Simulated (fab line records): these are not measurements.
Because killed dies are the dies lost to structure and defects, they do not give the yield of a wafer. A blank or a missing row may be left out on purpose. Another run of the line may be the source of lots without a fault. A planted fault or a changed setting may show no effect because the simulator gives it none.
The tool behind it: which one? ; flow nandHarc ; 12 lots with 36 wafers sampled at 6 steps, on a route of 1159 steps

== WHAT THE GAUGES READ, wafer by wafer ==
NHARC_A_ZERO_WELL_CD_MEAS_10 targets a cd of 2000 nm. Usual: cdNm reads 1998.9 nm (standard deviation 1.8).
lot;measured;on;cdNm (nm);flag
L142;day 6 08:17;cdSem-01;1996.4 1998.7 1997.2;
L143;day 6 08:57;cdSem-03;1999.7 1998.5 1996.9;
L144;day 7 07:07;cdSem-01;1997.8 1999.7 1996.4;
L147;day 7 21:53;cdSem-02;2001.1 2000.6 1997.3;
L155;day 9 22:55;cdSem-02;1999.5 2000.4 1999.4;
L154;day 9 23:28;cdSem-02;1997.4 1997.9 2001.3;
L153;day 9 23:49;cdSem-01;1997.6 1997.4 1998.9;
L158;day 10 21:32;cdSem-03;1996.4 1997.5 2001.0;
L160;day 10 23:12;cdSem-01;2000.0 2001.0 1998.1;
L161;day 11 06:49;cdSem-02;1998.9 1997.9 1998.9;
L162;day 11 16:20;cdSem-03;2000.4 1999.1 2000.3;
L163;day 11 18:17;cdSem-02;2000.7 1998.7 2000.1;

NHARC_A_SOURCE_PLATE_THK_MEAS_09: measures by ellipsometry. Usual: thkNm reads 9.8 nm (standard deviation 0.95).
lot;measured;on;thkNm (nm);flag
L142;day 6 16:21;filmMetro-01;11.0 10.6 9.4;
L143;day 6 16:21;filmMetro-02;9.1 9.8 10.2;
L144;day 7 15:39;filmMetro-01;11.9 9.0 9.3;
L147;day 8 09:28;filmMetro-02;10.3 8.7 9.9;
L155;day 10 07:52;filmMetro-02;10.9 9.9 8.9;
L154;day 10 07:52;filmMetro-02;11.2 9.2 9.6;
L153;day 10 07:52;filmMetro-01;8.5 9.8 7.9;
L158;day 11 04:40;filmMetro-02;9.9 9.5 8.5;
L160;day 11 14:19;filmMetro-02;10.5 10.5 11.4;
L161;day 11 14:19;filmMetro-01;11.1 13.0 8.5;
L162;day 12 01:12;filmMetro-01;8.6 11.1 8.4;
L163;day 12 01:12;filmMetro-02;10.8 9.0 11.0;

NHARC_A_ONON_D1_THK_MEAS_11: measures by ellipsometry. Usual: thkNm reads 998 nm (standard deviation 8).
lot;measured;on;thkNm (nm);flag
L142;day 7 08:08;filmMetro-02;994 993 993;
L143;day 7 08:09;filmMetro-01;1009 1008 1012;
L144;day 8 08:44;filmMetro-01;1000 1004 1001;
L147;day 9 00:55;filmMetro-02;1011 1012 1010;
L155;day 11 00:10;filmMetro-01;1000 1001 1000;
L154;day 11 00:23;filmMetro-01;999 999 997;
L153;day 11 00:02;filmMetro-02;1012 1011 1010;
L158;day 11 20:14;filmMetro-01;988 990 987;
L160;day 12 05:27;filmMetro-01;1005 1005 1005;
L161;day 12 05:26;filmMetro-02;995 995 995;
L162;day 12 18:28;filmMetro-02;1000 999 1001;
L163;day 12 18:26;filmMetro-02;989 988 990;

NHARC_A_ONON_D1_THK_MEAS_18: measures by ellipsometry. Usual: thkNm reads 998 nm (standard deviation 10).
lot;measured;on;thkNm (nm);flag
L142;day 7 18:01;filmMetro-02;991 992 990;
L143;day 7 18:01;filmMetro-02;991 989 990;
L144;day 8 17:08;filmMetro-02;1005 1002 1004;
L147;day 9 08:35;filmMetro-01;1014 1014 1015;
L155;day 11 07:44;filmMetro-01;996 995 995;
L154;day 11 08:05;filmMetro-02;297 296 1010;OFF
L153;day 11 07:43;filmMetro-01;303 1013 305;OFF
L158;day 12 04:06;filmMetro-02;992 991 991;
L160;day 12 13:05;filmMetro-01;989 986 987;
L161;day 12 13:05;filmMetro-01;993 995 995;
L162;day 13 02:08;filmMetro-02;982 982 982;
L163;day 13 02:07;filmMetro-02;999 997 998;

NHARC_END_SORT_01. Usual: killedAtArray 29, standard deviation 13; killedAtOther 0.7, standard deviation 1; killedAtPeriphery 3.2, standard deviation 2.3; killedDies 33, standard deviation 13; killedOpen 3.3, standard deviation 1.7; killedShort 2.0, standard deviation 1.5.
lot;measured;on;killedAtArray;killedAtOther;killedAtPeriphery;killedDies;killedOpen;killedShort;flag
L154;day 22 17:56;prober-02;675 676 34;0 0 0;2 1 2;677 677 36;6 4 4;4 5 2;OFF
L153;day 22 14:59;prober-01;672 40 676;0 1 0;5 0 1;677 41 677;3 5 2;1 0 1;OFF
L158;day 23 20:14;prober-01;18 26 25;2 3 3;0 4 5;20 33 33;2 3 6;0 1 2;
L161;day 24 20:16;prober-01;56 50 50;0 0 0;1 1 1;57 51 51;3 2 2;1 1 1;

== WHICH TOOL RAN EACH LOT (tool, then ch and the chambers of the sampled wafers, then the start) ==
lot;NHARC_A_ONON_D1_DEP_16
L142;pecvdOnon-04 ch 0, day 7 17:31
L143;pecvdOnon-01 ch 0, day 7 17:37
L144;pecvdOnon-04 ch 0, day 8 16:44
L147;pecvdOnon-03 ch 0, day 9 08:05
L155;pecvdOnon-03 ch 0, day 11 07:13
L154;pecvdOnon-01 ch 0, day 11 07:37
L153;pecvdOnon-01 ch 0, day 11 07:16
L158;pecvdOnon-03 ch 0, day 12 03:35
L160;pecvdOnon-03 ch 0, day 12 12:35
L161;pecvdOnon-04 ch 0, day 12 12:35
L162;pecvdOnon-03 ch 0, day 13 01:37
L163;pecvdOnon-04 ch 0, day 13 01:43
- NHARC_A_ONON_D1_DEP_16: target thk 1000 nm.

== AS READ BY THE TOOLS THEMSELVES (means over the sampled wafers that have a number; for cases with no such wafer, the mark the record gives instead) ==
NHARC_A_ONON_D1_DEP_16. Usual: n2oFlowSccm 1999 sccm, standard deviation 5.5; susceptorTempC 399.99 C, standard deviation 0.2.
lot;tool;n2oFlowSccm (sccm);susceptorTempC (C);flag
L142;pecvdOnon-04;1999;400.00;
L143;pecvdOnon-01;2001;400.32;
L144;pecvdOnon-04;1998;399.98;
L147;pecvdOnon-03;1997;399.83;
L155;pecvdOnon-03;2002;399.70;
L154;pecvdOnon-01;1995;399.85;
L153;pecvdOnon-01;2004;399.98;
L158;pecvdOnon-03;1994;400.13;
L160;pecvdOnon-03;1994;400.00;
L161;pecvdOnon-04;1999;399.83;
L162;pecvdOnon-03;1996;400.06;
L163;pecvdOnon-04;2003;399.93;

== THE ANSWER, worked out from the rows above alone ==
Rule: a lot is off if the mean of its wafers that have a number lies more than 3 standard deviations from the usual mean. Also off: a lot with no number at a reading for which 4 or more lots have one. Where the step has rows for the other lots, those lots are counted as sound. The gauges are gone through in route order, then the tools' own readings, and for those a lot's mean is taken as printed above. The first step at which some lot is off is used, and at that step the reading that is off furthest; a lot without a number counts as furthest.
Off: L154, L153, at NHARC_A_ONON_D1_THK_MEAS_18 (thkNm).
A tool fits if, at a process step before that reading, it ran every lot that is off, and no sound lot after the first of them. The gauges at NHARC_A_ONON_D1_THK_MEAS_18 aren't tried: what is off there is off at NHARC_END_SORT_01 too, on other tools, and a gauge's error can't cause that. One fits: pecvdOnon-01 at NHARC_A_ONON_D1_DEP_16. A fault onset in the window from L143 (day 7 17:37, its last sound lot) to L153 (day 11 07:16, its first lot off) fits.

== WHAT HAD BEEN PUT IN BY THE SIMULATOR ==
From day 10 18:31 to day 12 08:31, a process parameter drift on pecvdOnon-01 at NHARC_A_ONON_D1_DEP_16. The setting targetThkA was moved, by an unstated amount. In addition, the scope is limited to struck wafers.
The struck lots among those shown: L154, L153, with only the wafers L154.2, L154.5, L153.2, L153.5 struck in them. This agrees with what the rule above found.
